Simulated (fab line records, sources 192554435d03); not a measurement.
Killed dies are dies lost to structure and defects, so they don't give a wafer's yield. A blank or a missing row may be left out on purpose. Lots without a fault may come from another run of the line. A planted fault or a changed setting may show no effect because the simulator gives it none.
fab line records | flow n5_finfet
record lots=22 wafers=66 last_day=17
route steps=1938 shown BEOL_M12@1636 BEOL_M13@1700 BEOL_M14@1729
lots that met no fault: from a run of the same line without faults
start_h: hours from the record's first day to the start of the lot's first wafer shown | wait_h: hours since the lot's step before | " the same as in the row above | L1.1+2: a row that stands for several wafers | - no value, or no start given | * or withheld: withheld | < > ~ a bound
route shown NAME@n: a module of which the file shows steps, and the number in the route of the first | usual: mean/standard deviation of fault-free wafers | same: alike in all rows | chamber/n: place in a boat | sites: the reading at each site | _std_site: their standard deviation | _edge_site: outer sites' mean less inner sites' | radius_mm: how far each site lies from the wafer's centre | mask NAME#n: copy n | behind: the tool/chamber that last shaped the wafer | hold: why the lot was held/for how many hours/how that ended | device: the transistor (n, p or np) that didn't switch | end of line: the same wafers' tests at the end of the route | a step without rows: its recipe alone | killed: dies lost to structure and defects at the first sort, not the wafer's yield | map: a wafer's dies, x killed, . not, _ none there
set.NAME: the setting as run; set.NAME@STEP: as run at that earlier step | model.NAME: the simulator's own value behind a step, which no gauge read
steps of the route over a sample of lots; a table a step, a row a wafer
services: from which hour (start_h, from the record's first day; less than 0 if before it) a tool's chamber was out of use, for how many hours, and why
## steps
# step N5_BEOL_M12_ETCH_67
# recipe chemistry=CF4 target=SiARC target_depth_a=1430 time_s=238.3 ion_energy_ev=80 pressure_mtorr=40 source_w=545 bias_w=36 Ar_flow_sccm=100 cf4_flow_sccm=100 ends=cleared
# usual drypump_motor_current_A=5.7/0.43 etch_rf_on_time_s=236/5.3 oes_product_au=0.69/0.063 rf_vpp_V=184.0/1.1 showerhead_plenum_p_Torr=2.14/0.061 throttle_valve_pct=15.52/0.26
# columns lot.wafer tool chamber start_h wait_h drypump_motor_current_A etch_rf_on_time_s oes_product_au rf_hours_counter_h rf_vpp_V showerhead_plenum_p_Torr throttle_valve_pct
L075.1 rie_diel-01 0 239.20 0.0 5.1 232 0.69 92 182.6 2.09 15.38
L075.3 " 1 " " 5.6 225 0.76 53 183.4 2.17 15.24
L075.6 " 1 " " 5.6 225 0.76 - 184.7 2.17 15.22
L074.2 rie_diel-03 3 241.98 0.0 5.6 239 0.68 123 185.8 2.24 15.66
L074.4 " 1 " " 6.8 236 0.75 50 183.8 2.09 15.50
L074.5 " 2 " " 5.9 235 0.72 - 184.3 2.09 15.52
L077.2 rie_diel-01 3 246.79 0.0 5.2 233 0.70 75 184.5 2.07 15.60
L077.3 " 1 " " 5.6 224 0.75 57 184.2 2.17 15.22
L077.6 " 0 " " 5.1 230 0.69 - 185.2 2.09 15.39
L078.2 rie_diel-01 0 251.07 0.0 5.0 231 0.68 98 182.9 2.09 15.40
L078.3 " 3 " " 5.2 234 0.70 77 182.8 2.07 15.61
L078.5 " 1 " " 5.6 223 0.75 - 185.5 2.17 15.23
L079.1 rie_diel-05 0 255.66 0.0 5.5 244 0.66 93 185.4 2.23 15.19
L079.4 " 0 " " 5.5 247 0.67 - 184.9 2.23 15.19
L079.6 " 1 " " 5.5 241 0.61 - 184.1 2.13 16.19
L081.2 rie_diel-03 3 263.12 0.0 5.6 240 0.67 131 184.5 2.23 15.69
L081.3 " 0 " " 5.5 236 0.81 13 185.6 2.27 15.08
L081.4 " 1 " " 6.7 234 0.74 58 182.9 2.09 15.52
L080.2 rie_diel-05 0 265.34 0.0 5.6 246 0.66 98 184.3 2.23 15.21
L080.3 " 3 " " 5.6 237 0.60 224 185.0 2.13 15.81
L080.6 " 1 " " 5.5 241 0.60 - 183.7 2.13 16.21
L082.1 rie_diel-05 0 276.39 0.0 5.5 245 0.65 103 185.3 2.22 15.23
L082.2 " 1 " " 5.5 241 0.60 234 182.9 2.13 16.21
L082.4 " 2 " " 6.2 241 0.82 2 182.1 2.18 15.33
L083.1 rie_diel-05 1 283.29 0.0 5.5 238 0.61 237 183.6 2.13 16.22
L083.3 " 3 " " 5.6 234 0.61 232 184.7 2.12 15.81
L083.6 " 1 " " 5.5 237 0.61 - 184.1 2.13 16.21
L084.1 rie_diel-03 0 290.77 0.0 5.5 238 0.79 20 186.4 2.27 15.10
L084.5 " 1 " " 6.7 233 0.74 - 184.6 2.09 15.53
L084.6 " 2 " " 5.9 236 0.70 - 183.0 2.08 15.55
L087.2 rie_diel-05 3 301.95 0.0 5.6 238 0.59 239 183.8 2.12 15.83
L087.5 " 0 " " 5.5 243 0.65 - 185.3 2.22 15.27
L087.6 " 2 " " 6.2 242 0.78 - 186.5 2.17 15.33
L085.4 rie_diel-05 2 302.52 0.1 6.2 241 0.78 - 185.1 2.17 15.34
L085.5 " 0 " " 5.6 244 0.65 - 185.2 2.22 15.26
L085.6 " 3 " " 5.6 234 0.60 - 182.4 2.12 15.83
L088.1 rie_diel-01 3 310.34 0.0 5.2 240 0.66 102 182.9 2.07 15.66
L088.2 " 2 " " 5.8 240 0.80 18 185.4 2.10 15.63
L088.6 " 1 " " 5.6 227 0.72 - 184.1 2.16 15.29
L086.1 rie_diel-05 0 315.23 0.0 5.5 241 0.64 116 185.4 2.22 15.24
L086.3 " 3 " " 5.6 237 0.58 246 182.6 2.12 15.83
L086.4 " 0 " " 5.5 242 0.65 - 186.1 2.22 15.26
L089.1 rie_diel-01 3 320.22 0.0 5.2 239 0.66 107 183.6 2.06 15.66
L089.3 " 1 " " 5.6 225 0.72 89 184.2 2.16 15.29
L089.5 " 1 " " 5.6 229 0.71 - 183.4 2.16 15.30
L090.3 rie_diel-03 1 330.56 0.0 6.8 233 0.72 82 184.0 2.08 15.56
L090.4 " 2 " " 5.9 230 0.69 93 183.9 2.07 15.59
L090.6 " 2 " " 5.9 233 0.69 - 181.7 2.07 15.59
L093.1 rie_diel-01 0 340.01 0.0 5.1 234 0.66 120 183.3 2.08 15.44
L093.3 " 1 " " 5.6 222 0.71 97 184.8 2.15 15.31
L093.4 " 2 " " 5.8 236 0.78 30 184.1 2.09 15.66
L092.1 rie_diel-01 2 344.50 0.0 5.8 240 0.78 31 182.7 2.09 15.67
L092.2 " 0 " " 5.0 236 0.66 122 183.7 2.08 15.44
L092.6 " 3 " " 5.2 240 0.66 - 183.0 2.06 15.66
L095.2 rie_diel-05 2 353.33 0.0 6.2 242 0.74 35 185.3 2.17 15.37
L095.3 " 3 " " 5.6 235 0.58 264 184.8 2.11 15.88
L095.5 " 3 " " 5.6 234 0.59 - 182.9 2.11 15.88
L094.1 rie_diel-03 0 354.16 0.0 5.5 239 0.76 43 186.5 2.26 15.13
L094.5 " 0 " " 5.5 237 0.76 - 184.6 2.26 15.14
L094.6 " 2 " " 5.9 234 0.68 - 184.0 2.07 15.60
L096.1 rie_diel-01 1 359.47 0.0 5.5 227 0.70 103 183.8 2.15 15.31
L096.2 " 0 " " 5.1 233 0.66 127 182.1 2.08 15.44
L096.5 " 2 " " 5.8 236 0.78 - 183.4 2.09 15.67
L097.2 rie_diel-03 1 368.96 0.0 6.7 234 0.71 95 183.4 2.08 15.58
L097.3 " 3 " " 5.6 239 0.64 169 185.3 2.22 15.73
L097.6 " 1 " " 6.7 234 0.71 - 184.1 2.08 15.59
# step N5_BEOL_M12_SPUTTER_45
# recipe material=Cu target_thk_a=800 temp_c=-20 bias_v=60 power_w=26000 chamber_pressure_pa=0.13 time_s=13.33
# usual bias_v=60.0/0.55 susceptor_temp_C=-20.00/0.1 throttle_valve_pct=29.9/1.4
# columns lot.wafer tool chamber start_h wait_h bias_v susceptor_temp_C throttle_valve_pct
L075.1 pvd_sputter-03 - 242.43 0.0 60.6 -20.02 29.1
L075.3 " - " " 59.7 -20.07 29.8
L075.6 " - " " 59.8 -19.99 31.4
L074.2 pvd_sputter-01 - 247.05 0.0 60.2 -20.15 29.7
L074.4 " - " " 59.8 -20.07 28.5
L074.5 " - " " 59.1 -19.86 28.6
L077.2 pvd_sputter-01 - 247.99 0.0 60.0 -20.01 29.7
L077.3 " - " " 59.1 -20.21 30.9
L077.6 " - " " 60.3 -20.19 30.2
L078.2 pvd_sputter-02 - 253.31 0.0 59.6 -20.16 31.9
L078.3 " - " " 60.5 -19.90 31.8
L078.5 " - " " 60.0 -20.18 31.6
L079.1 pvd_sputter-02 - 260.10 0.0 61.4 -20.08 30.2
L079.4 " - " " 60.2 -19.92 27.6
L079.6 " - " " 59.3 -20.08 31.7
L080.2 pvd_sputter-01 - 270.84 0.0 59.1 -20.00 28.6
L080.3 " - " " 59.6 -19.79 30.9
L080.6 " - " " 59.6 -20.01 28.3
L081.2 pvd_sputter-03 - 273.08 0.0 60.8 -19.91 29.6
L081.3 " - " " 59.6 -19.96 31.7
L081.4 " - " " 60.3 -20.17 28.6
L082.1 pvd_sputter-01 - 277.69 0.0 59.8 -20.07 28.3
L082.2 " - " " 60.5 -19.71 29.8
L082.4 " - " " 61.0 -19.91 28.6
L083.1 pvd_sputter-02 - 287.43 0.0 60.6 -19.84 27.6
L083.3 " - " " 60.4 -20.12 32.2
L083.6 " - " " 60.5 -20.11 27.8
L084.1 pvd_sputter-01 - 294.55 0.0 60.0 -19.99 28.3
L084.5 " - " " 60.7 -20.13 30.7
L084.6 " - " " 60.3 -20.02 28.3
L087.2 pvd_sputter-01 - 306.29 0.0 59.7 -20.00 30.0
L087.5 " - " " 60.2 -20.17 30.9
L087.6 " - " " 60.9 -20.02 28.5
L085.4 pvd_sputter-02 - 308.98 0.0 60.5 -19.98 31.5
L085.5 " - " " 58.9 -20.08 32.1
L085.6 " - " " 59.3 -19.91 30.5
L088.1 pvd_sputter-01 - 313.44 0.0 59.7 -19.92 28.5
L088.2 " - " " 59.4 -20.02 29.7
L088.6 " - " " 60.0 -20.07 29.9
L086.1 pvd_sputter-01 - 318.18 0.0 59.6 -19.99 28.3
L086.3 " - " " 60.2 -19.96 28.5
L086.4 " - " " 60.1 -20.02 31.1
L089.1 pvd_sputter-02 - 323.02 0.0 59.5 -19.98 30.3
L089.3 " - " " 60.3 -20.01 31.4
L089.5 " - " " 59.4 -20.05 30.2
L090.3 pvd_sputter-01 - 331.74 0.0 60.8 -20.16 28.7
L090.4 " - " " 60.6 -20.17 28.6
L090.6 " - " " 60.4 -19.88 28.4
L093.1 pvd_sputter-03 - 341.38 0.0 60.9 -20.20 29.6
L093.3 " - " " 59.3 -19.90 31.4
L093.4 " - " " 60.0 -20.16 32.0
L092.1 pvd_sputter-01 - 347.42 0.0 59.8 -19.97 30.9
L092.2 " - " " 59.6 -20.05 30.2
L092.6 " - " " 60.5 -19.93 28.5
L095.2 pvd_sputter-01 - 355.80 0.0 60.4 -20.03 31.0
L095.3 " - " " 60.1 -19.87 30.1
L095.5 " - " " 60.6 -20.04 28.6
L094.1 pvd_sputter-02 - 356.43 0.0 60.2 -19.99 32.0
L094.5 " - " " 59.9 -19.80 30.3
L094.6 " - " " 60.2 -20.00 32.1
L096.1 pvd_sputter-01 - 361.78 0.0 60.3 -19.99 30.1
L096.2 " - " " 60.0 -19.95 28.5
L096.5 " - " " 60.9 -20.14 28.6
L097.2 pvd_sputter-01 - 371.63 0.0 59.3 -19.97 28.5
L097.3 " - " " 60.1 -19.97 29.8
L097.6 " - " " 60.2 -20.02 28.5
# step N5_BEOL_M12_DEP_53
# recipe material=SiCN target_thk_a=300 temp_c=withheld precursor=3MS/NH3 pressure_torr=3 rf_w=675 time_s=10.5
# usual showerhead_plenum_p_Torr=4.146/0.027 throttle_valve_pct=18.3/0.88
# columns lot.wafer tool chamber start_h wait_h showerhead_plenum_p_Torr throttle_valve_pct
L075.1 pecvd-01 2 243.35 0.0 4.124 17.7
L075.3 " 1 " " 4.092 20.0
L075.6 " 1 " " 4.091 19.7
L074.2 pecvd-02 2 247.96 0.0 4.152 17.2
L074.4 " 2 " " 4.155 17.5
L074.5 " 1 " " 4.145 17.7
L077.2 pecvd-04 1 249.04 0.0 4.178 18.1
L077.3 " 0 " " 4.168 18.2
L077.6 " 1 " " 4.187 18.3
L078.2 pecvd-04 2 254.23 0.0 4.131 17.3
L078.3 " 0 " " 4.179 18.1
L078.5 " 2 " " 4.114 17.4
L079.1 pecvd-01 2 261.01 0.0 4.125 17.8
L079.4 " 2 " " 4.118 17.7
L079.6 " 0 " " 4.143 17.5
L080.2 pecvd-04 2 271.91 0.0 4.143 17.4
L080.3 " 0 " " 4.174 18.2
L080.6 " 1 " " 4.187 18.3
L081.2 pecvd-02 0 274.01 0.0 4.175 19.8
L081.3 " 1 " " 4.138 17.9
L081.4 " 0 " " 4.171 19.4
L082.1 pecvd-02 2 278.62 0.0 4.156 17.5
L082.2 " 1 " " 4.144 17.8
L082.4 " 1 " " 4.153 18.0
L083.1 pecvd-04 1 288.35 0.0 4.187 18.3
L083.3 " 2 " " 4.140 17.6
L083.6 " 0 " " 4.174 18.0
L084.1 pecvd-01 1 295.47 0.0 4.097 20.0
L084.5 " 1 " " 4.098 20.0
L084.6 " 2 " " 4.132 17.7
L087.2 pecvd-01 2 307.21 0.0 4.132 17.7
L087.5 " 2 " " 4.125 18.0
L087.6 " 1 " " 4.087 20.0
L085.4 pecvd-01 2 309.92 0.0 4.123 17.9
L085.5 " 1 " " 4.080 20.0
L085.6 " 0 " " 4.142 17.5
L088.1 pecvd-04 0 314.35 0.0 4.179 18.3
L088.2 " 1 " " 4.187 18.4
L088.6 " 2 " " 4.137 17.4
L086.1 pecvd-04 2 319.12 0.0 4.139 17.2
L086.3 " 1 " " 4.173 18.6
L086.4 " 2 " " 4.136 17.3
L089.1 pecvd-02 1 323.95 0.0 4.140 17.7
L089.3 " 0 " " 4.180 19.6
L089.5 " 2 " " 4.157 17.7
L090.3 pecvd-02 2 332.67 0.0 4.144 17.7
L090.4 " 1 " " 4.140 17.9
L090.6 " 0 " " 4.166 19.8
L093.1 pecvd-01 2 342.29 0.0 4.140 18.2
L093.3 " 0 " " 4.144 18.0
L093.4 " 2 " " 4.131 18.0
L092.1 pecvd-02 2 348.62 0.0 4.155 18.0
L092.2 " 0 " " 4.176 19.4
L092.6 " 2 " " 4.147 17.5
L095.2 pecvd-02 0 356.71 0.0 4.169 19.4
L095.3 " 2 " " 4.162 17.7
L095.5 " 2 " " 4.145 17.7
L094.1 pecvd-02 2 357.34 0.0 4.145 17.8
L094.5 " 1 " " 4.140 17.6
L094.6 " 2 " " 4.152 17.8
L096.1 pecvd-04 2 362.70 0.0 4.126 17.3
L096.2 " 1 " " 4.178 18.4
L096.5 " 2 " " 4.148 17.2
L097.2 pecvd-01 2 372.54 0.0 4.134 18.0
L097.3 " 1 " " 4.099 20.1
L097.6 " 0 " " 4.139 17.7
# step N5_BEOL_M12_RS_MEAS_54
# recipe thk_meas_gauge=four-point-probe reads=Cu_of_BEOL_M12_ECD_47+Ta_of_BEOL_M12_SPUTTER_44+TaN_of_BEOL_M12_SPUTTER_43
# usual M12_RS=0.0594/0.00089
# columns lot.wafer tool chamber start_h wait_h M12_RS[ohm/sq]
L075.1 film_metro-02 - 243.43 0.1 0.0599
L075.3 " - " " 0.0589
L075.6 " - " " 0.0582
L074.2 film_metro-02 - 248.03 0.0 0.0598
L074.4 " - " " 0.0597
L074.5 " - " " 0.0590
L077.2 film_metro-01 - 249.11 0.0 0.0585
L077.3 " - " " 0.0588
L077.6 " - " " 0.0591
L078.2 film_metro-02 - 254.29 0.0 0.0588
L078.3 " - " " 0.0587
L078.5 " - " " 0.0585
L079.1 film_metro-01 - 261.08 0.0 0.0608
L079.4 " - " " 0.0606
L079.6 " - " " 0.0599
L080.2 film_metro-01 - 271.98 0.0 0.0609
L080.3 " - " " 0.0596
L080.6 " - " " 0.0595
L081.2 film_metro-02 - 274.07 0.0 0.0604
L081.3 " - " " 0.0595
L081.4 " - " " 0.0602
L082.1 film_metro-02 - 278.68 0.0 0.0605
L082.2 " - " " 0.0600
L082.4 " - " " 0.0597
L083.1 film_metro-02 - 288.41 0.0 0.0603
L083.3 " - " " 0.0601
L083.6 " - " " 0.0599
L084.1 film_metro-02 - 295.53 0.0 0.0577
L084.5 " - " " 0.0595
L084.6 " - " " 0.0580
L087.2 film_metro-02 - 307.27 0.0 0.0605
L087.5 " - " " 0.0602
L087.6 " - " " 0.0593
L085.4 film_metro-02 - 309.97 0.0 0.0582
L085.5 " - " " 0.0598
L085.6 " - " " 0.0603
L088.1 film_metro-02 - 314.43 0.1 0.0588
L088.2 " - " " 0.0593
L088.6 " - " " 0.0586
L086.1 film_metro-02 - 319.18 0.0 0.0600
L086.3 " - " " 0.0617
L086.4 " - " " 0.0607
L089.1 film_metro-01 - 324.01 0.0 0.0580
L089.3 " - " " 0.0580
L089.5 " - " " 0.0579
L090.3 film_metro-02 - 332.73 0.0 0.0594
L090.4 " - " " 0.0586
L090.6 " - " " 0.0575
L093.1 film_metro-02 - 342.36 0.0 0.0591
L093.3 " - " " 0.0590
L093.4 " - " " 0.0594
L092.1 film_metro-02 - 348.68 0.0 0.0594
L092.2 " - " " 0.0594
L092.6 " - " " 0.0591
L095.2 film_metro-01 - 356.78 0.0 0.0595
L095.3 " - " " 0.0606
L095.5 " - " " 0.0615
L094.1 film_metro-02 - 357.41 0.0 0.0597
L094.5 " - " " 0.0600
L094.6 " - " " 0.0593
L096.1 film_metro-01 - 362.76 0.0 0.0596
L096.2 " - " " 0.0592
L096.5 " - " " 0.0585
L097.2 film_metro-02 - 372.61 0.0 0.0598
L097.3 " - " " 0.0597
L097.6 " - " " 0.0599
# step N5_BEOL_M13_ETCH_38
# recipe chemistry=CF4/N2 target=SiCN target_depth_a=675 taper_deg=2 time_s=71.9 ion_energy_ev=150 mask_material=SiO2 pressure_mtorr=40 source_w=430 bias_w=70 Ar_flow_sccm=100 cf4_flow_sccm=60 n2_flow_sccm=60
# usual drypump_motor_current_A=5.8/0.39 oes_product_au=0.78/0.062 rf_vpp_V=382.7/2.1 showerhead_plenum_p_Torr=2.22/0.082 throttle_valve_pct=15.42/0.25
# columns lot.wafer tool chamber start_h wait_h drypump_motor_current_A oes_product_au rf_hours_counter_h rf_vpp_V showerhead_plenum_p_Torr throttle_valve_pct
L075.1 rie_diel-06 2 246.55 - 6.0 0.81 100 386.0 2.31 15.21
L075.3 " 0 " " 5.6 0.70 219 379.5 2.09 15.58
L075.6 " 2 " " 6.1 0.80 - 384.5 2.31 15.23
L074.2 rie_diel-06 2 252.92 - 6.0 0.80 102 386.8 2.31 15.22
L074.4 " 1 " " 6.2 0.84 71 380.2 2.15 15.16
L074.5 " 0 " " 5.6 0.69 - 380.0 2.09 15.59
L077.2 rie_diel-04 0 252.95 - 5.6 0.88 34 382.5 2.15 15.07
L077.3 " 1 " " 5.6 0.69 231 381.3 2.18 15.60
L077.6 " 1 " " 5.5 0.68 - 382.2 2.18 15.61
L078.2 rie_diel-04 1 259.40 - 5.5 0.68 234 380.5 2.18 15.60
L078.3 " 0 " " 5.7 0.87 36 379.7 2.15 15.09
L078.5 " 1 " " 5.5 0.69 - 382.2 2.18 15.60
L079.1 rie_diel-04 2 266.40 - 5.3 0.81 119 380.2 2.12 15.55
L079.4 " 0 " " 5.7 0.86 39 380.7 2.15 15.10
L079.6 " 3 " " 6.0 0.86 - 383.7 2.23 15.44
L080.2 rie_diel-02 1 277.16 - 5.6 0.85 77 384.1 2.33 15.18
L080.3 " 2 " " 6.5 0.77 114 380.4 2.12 15.75
L080.6 " 1 " " 5.6 0.86 - 383.3 2.33 15.18
L081.2 rie_diel-04 0 277.30 - 5.7 0.86 42 379.7 2.14 15.10
L081.3 " 3 " " 6.0 0.86 52 382.9 2.23 15.45
L081.4 " 2 " " 5.3 0.80 122 380.1 2.12 15.54
L082.1 rie_diel-06 1 281.40 - 6.2 0.83 83 380.9 2.15 15.19
L082.2 " 3 " " 5.6 0.73 195 385.2 2.27 15.41
L082.4 " 2 " " 6.1 0.79 - 383.2 2.30 15.25
L083.1 rie_diel-04 0 294.27 - 5.6 0.85 48 380.8 2.14 15.12
L083.3 " 1 " " 5.5 0.67 243 382.9 2.18 15.61
L083.6 " 1 " " 5.5 0.68 - 382.1 2.18 15.62
L084.1 rie_diel-04 1 298.07 - 5.6 0.67 244 382.0 2.18 15.63
L084.5 " 0 " " 5.6 0.85 - 381.3 2.14 15.11
L084.6 " 1 " " 5.5 0.67 - 381.6 2.18 15.62
L087.2 rie_diel-02 0 311.06 - 5.1 0.72 200 383.5 2.29 15.79
L087.5 " 0 " " 5.1 0.72 - 384.1 2.29 15.78
L087.6 " 1 " " 5.6 0.83 - 387.0 2.32 15.20
L085.4 rie_diel-06 0 313.60 - 5.7 0.69 - 378.9 2.08 15.60
L085.5 " 2 " " 6.0 0.79 - 384.8 2.30 15.26
L085.6 " 3 " " 5.6 0.73 - 384.7 2.26 15.44
L088.1 rie_diel-02 1 318.14 - 5.6 0.83 91 383.8 2.32 15.21
L088.2 " 2 " " 6.5 0.74 127 380.4 2.12 15.77
L088.6 " 3 " " 5.8 0.79 - 384.4 2.33 15.09
L086.1 rie_diel-02 1 322.79 - 5.6 0.83 92 384.1 2.32 15.20
L086.3 " 2 " " 6.5 0.75 129 381.0 2.12 15.78
L086.4 " 3 " " 5.9 0.80 108 383.9 2.32 15.10
L089.1 rie_diel-02 0 327.93 - 5.1 0.72 205 382.7 2.29 15.80
L089.3 " 3 " " 5.9 0.79 110 384.0 2.32 15.09
L089.5 " 1 " " 5.6 0.82 - 384.8 2.32 15.21
L090.3 rie_diel-04 0 336.18 - 5.7 0.82 63 382.4 2.14 15.14
L090.4 " 3 " " 6.0 0.83 - 381.9 2.22 15.49
L090.6 " 2 " " 5.3 0.78 - 381.0 2.11 15.58
L093.1 rie_diel-02 0 345.26 - 5.1 0.72 208 383.6 2.29 15.80
L093.3 " 3 " " 5.9 0.80 114 386.4 2.32 15.12
L093.4 " 2 " " 6.5 0.74 135 379.2 2.11 15.80
L092.1 rie_diel-06 1 352.28 - 6.2 0.81 102 380.0 2.14 15.21
L092.2 " 0 " " 5.6 0.68 246 380.5 2.08 15.63
L092.6 " 2 " " 6.0 0.76 - 385.4 2.29 15.27
L095.2 rie_diel-02 0 362.56 - 5.1 0.70 214 385.0 2.29 15.80
L095.3 " 3 " " 5.8 0.79 120 385.0 2.32 15.13
L095.5 " 0 " " 5.1 0.71 - 383.3 2.29 15.80
L094.1 rie_diel-04 1 362.75 - 5.5 0.92 5 381.9 2.18 15.13
L094.5 " 1 " " 5.5 0.92 - 382.1 2.18 15.15
L094.6 " 3 " " 6.0 0.82 - 381.0 2.22 15.49
L096.1 rie_diel-02 0 365.91 - 5.1 0.71 215 384.1 2.29 15.82
L096.2 " 1 " " 5.6 0.81 106 383.4 2.32 15.23
L096.5 " 3 " " 5.9 0.79 - 385.6 2.32 15.12
L097.2 rie_diel-06 3 374.87 - 5.6 0.71 224 385.2 2.26 15.50
L097.3 " 2 " " 6.0 0.76 143 383.9 2.29 15.31
L097.6 " 3 " " 5.6 0.71 - 384.0 2.26 15.50
# step N5_BEOL_M14_DESCUM_15
# recipe chemistry=O2 time_s=7.9 source_power_w=50 bias_power_w=20 pressure_mtorr=20 rf_frequency_hz=2.712e+07 temp_c=40 o2_flow_sccm=225
# usual drypump_motor_current_A=5.7/0.38 oes_product_au=0.80/0.087 rf_vpp_V=243.4/1.3 showerhead_plenum_p_Torr=2.10/0.067 temp_c=40.00/0.11 throttle_valve_pct=20.36/0.23
# columns lot.wafer tool chamber start_h wait_h drypump_motor_current_A oes_product_au rf_hours_counter_h rf_vpp_V showerhead_plenum_p_Torr temp_c throttle_valve_pct
L075.1 rie_diel-05 2 249.03 0.0 6.2 0.68 248 245.1 2.12 40.10 20.50
L075.3 " 0 " " 5.6 0.79 91 246.2 2.21 40.03 20.15
L075.6 " 3 " " 5.6 0.70 - 242.7 2.07 39.98 20.54
L074.2 rie_diel-05 3 255.28 0.0 5.6 0.70 219 242.8 2.07 39.72 20.53
L074.4 " 3 " " 5.6 0.70 - 242.2 2.07 40.29 20.53
L074.5 " 0 " " 5.5 0.79 - 245.0 2.21 39.90 20.16
L077.2 rie_diel-03 2 255.51 0.0 5.9 0.84 65 242.4 2.04 40.08 20.47
L077.3 " 3 " " 5.7 0.79 128 245.4 2.18 40.05 20.45
L077.6 " 3 " " 5.7 0.79 - 245.2 2.18 40.05 20.42
L078.2 rie_diel-05 3 261.79 0.0 5.6 0.70 222 240.7 2.07 40.18 20.53
L078.3 " 0 " " 5.6 0.79 96 244.6 2.21 40.03 20.17
L078.5 " 0 " " 5.5 0.80 - 244.3 2.21 40.13 20.16
L079.1 rie_diel-01 0 268.95 0.1 5.1 0.80 106 243.6 2.04 39.99 20.28
L079.4 " 3 " " 5.2 0.82 86 240.5 2.04 40.16 20.59
L079.6 " 1 " " 5.6 0.86 - 244.5 2.10 40.03 19.97
L080.2 rie_diel-01 1 279.60 0.0 5.6 0.85 72 244.2 2.10 40.01 19.96
L080.3 " 2 " " 5.8 0.98 5 242.0 2.05 39.82 20.48
L080.6 " 2 " " 5.8 0.98 - 242.2 2.05 40.09 20.48
L081.2 rie_diel-05 2 279.82 0.1 6.2 0.98 3 243.4 2.12 39.89 20.08
L081.3 " 0 " " 5.5 0.79 104 244.9 2.20 40.11 20.19
L081.4 " 3 " " 5.6 0.69 231 243.5 2.06 40.15 20.56
L082.1 rie_diel-05 1 284.32 0.4 5.5 0.70 237 243.5 2.04 39.86 20.77
L082.2 " 0 " " 5.5 0.78 106 242.3 2.20 40.12 20.19
L082.4 " 2 " " 6.1 0.96 5 245.3 2.12 39.93 20.10
L083.1 rie_diel-03 1 297.10 0.1 6.7 0.86 69 242.9 2.05 40.10 20.47
L083.3 " 3 " " 5.6 0.79 143 244.7 2.18 40.12 20.46
L083.6 " 0 " " 5.5 0.94 - 246.1 2.23 40.11 19.96
L084.1 rie_diel-05 3 300.97 0.0 5.6 0.68 239 243.1 2.06 40.16 20.57
L084.5 " 2 " " 6.2 0.94 - 244.4 2.12 40.12 20.12
L084.6 " 0 " " 5.5 0.77 - 244.3 2.20 39.85 20.18
L087.2 rie_diel-05 2 314.41 0.0 6.2 0.93 16 244.8 2.12 40.02 20.12
L087.5 " 3 " " 5.6 0.69 - 242.2 2.06 39.96 20.58
L087.6 " 0 " " 5.5 0.77 - 245.1 2.20 39.98 20.19
L085.4 rie_diel-05 2 316.64 0.5 6.2 0.92 - 242.2 2.12 39.87 20.11
L085.5 " 3 " " 5.6 0.68 - 242.4 2.06 40.03 20.57
L085.6 " 0 " " 5.5 0.77 - 244.4 2.20 39.98 20.19
L088.1 rie_diel-03 1 321.26 0.0 6.8 0.84 79 242.7 2.05 39.98 20.50
L088.2 " 0 " " 5.5 0.91 32 246.3 2.23 40.03 19.98
L088.6 " 1 " " 6.7 0.84 - 243.7 2.05 39.97 20.48
L086.1 rie_diel-05 0 325.59 0.6 5.5 0.77 121 244.8 2.20 40.03 20.20
L086.3 " 2 " " 6.2 0.91 21 245.3 2.12 40.03 20.13
L086.4 " 2 " " 6.2 0.92 - 244.3 2.12 39.84 20.12
L089.1 rie_diel-05 0 330.37 0.0 5.6 0.76 123 244.6 2.20 40.03 20.21
L089.3 " 3 " " 5.6 0.68 252 244.1 2.06 40.09 20.60
L089.5 " 2 " " 6.2 0.91 - 243.7 2.12 39.79 20.13
L090.3 rie_diel-05 3 339.34 0.0 5.6 0.67 258 242.9 2.05 40.16 20.61
L090.4 " 3 " " 5.6 0.67 - 242.6 2.05 40.05 20.61
L090.6 " 2 " " 6.2 0.89 - 243.9 2.11 39.93 20.14
L093.1 rie_diel-01 0 347.67 0.0 5.1 0.78 123 242.0 2.04 40.10 20.30
L093.3 " 2 " " 5.8 0.91 32 242.9 2.04 40.09 20.52
L093.4 " 1 " " 5.6 0.81 99 242.8 2.09 40.14 20.00
L092.1 rie_diel-03 0 356.93 0.0 5.5 0.89 44 244.0 2.23 40.05 19.98
L092.2 " 2 " " 5.9 0.79 103 242.3 2.03 39.96 20.53
L092.6 " 1 " " 6.7 0.83 - 240.4 2.04 40.13 20.51
L095.2 rie_diel-03 0 364.91 0.1 5.5 0.88 46 245.8 2.23 40.02 20.00
L095.3 " 3 " " 5.6 0.77 167 246.2 2.17 39.73 20.51
L095.5 " 2 " " 5.9 0.78 - 242.7 2.03 40.02 20.54
L094.1 rie_diel-01 0 365.85 0.4 5.1 0.78 129 242.2 2.03 39.91 20.31
L094.5 " 1 " " 5.6 0.82 - 244.2 2.09 39.90 20.01
L094.6 " 0 " " 5.1 0.79 - 240.9 2.03 39.95 20.31
L096.1 rie_diel-01 3 368.31 0.0 5.2 0.77 125 240.4 2.03 39.86 20.66
L096.2 " 1 " " 5.6 0.81 107 243.6 2.09 40.12 20.02
L096.5 " 1 " " 5.6 0.81 - 245.0 2.09 40.12 20.01
L097.2 rie_diel-05 3 377.51 0.3 5.5 0.66 276 242.6 2.05 40.09 20.61
L097.3 " 2 " " 6.2 0.86 47 242.6 2.11 39.84 20.17
L097.6 " 2 " " 6.2 0.86 - 243.6 2.11 40.03 20.15
## services
# columns tool chamber start_h hours kind
rie_diel-02 3 240.22 32.8 repair
rie_diel-05 2 241.53 4.6 repair
pecvd-02 - 245.16 1.7 repair
rie_diel-05 2 253.64 - clean
rie_diel-05 2 253.64 - consumable_replace:focus_ring
rie_diel-03 0 277.30 4.8 repair
rie_diel-04 1 279.44 3.4 repair
rie_diel-01 0 293.25 34.3 repair
rie_diel-04 2 293.66 8.2 repair
rie_diel-05 2 294.72 3.8 repair
pecvd-04 - 298.18 0.4 repair
rie_diel-05 0 303.23 6.3 repair
pecvd-04 - 310.59 0.5 repair
rie_diel-06 1 311.17 5.3 repair
pecvd-04 - 318.37 0.7 repair
pecvd-04 - 330.29 1.7 repair
pecvd-02 - 334.10 1.0 repair
rie_diel-03 3 353.62 2.7 repair
pvd_sputter-03 - 355.18 4.5 repair
pecvd-04 - 355.62 1.7 repair
rie_diel-04 0 360.69 4.7 repair
rie_diel-04 2 360.94 2.5 repair
rie_diel-03 - 370.92 5.5 repair
rie_diel-04 1 371.84 5.3 repair
## key
fault none
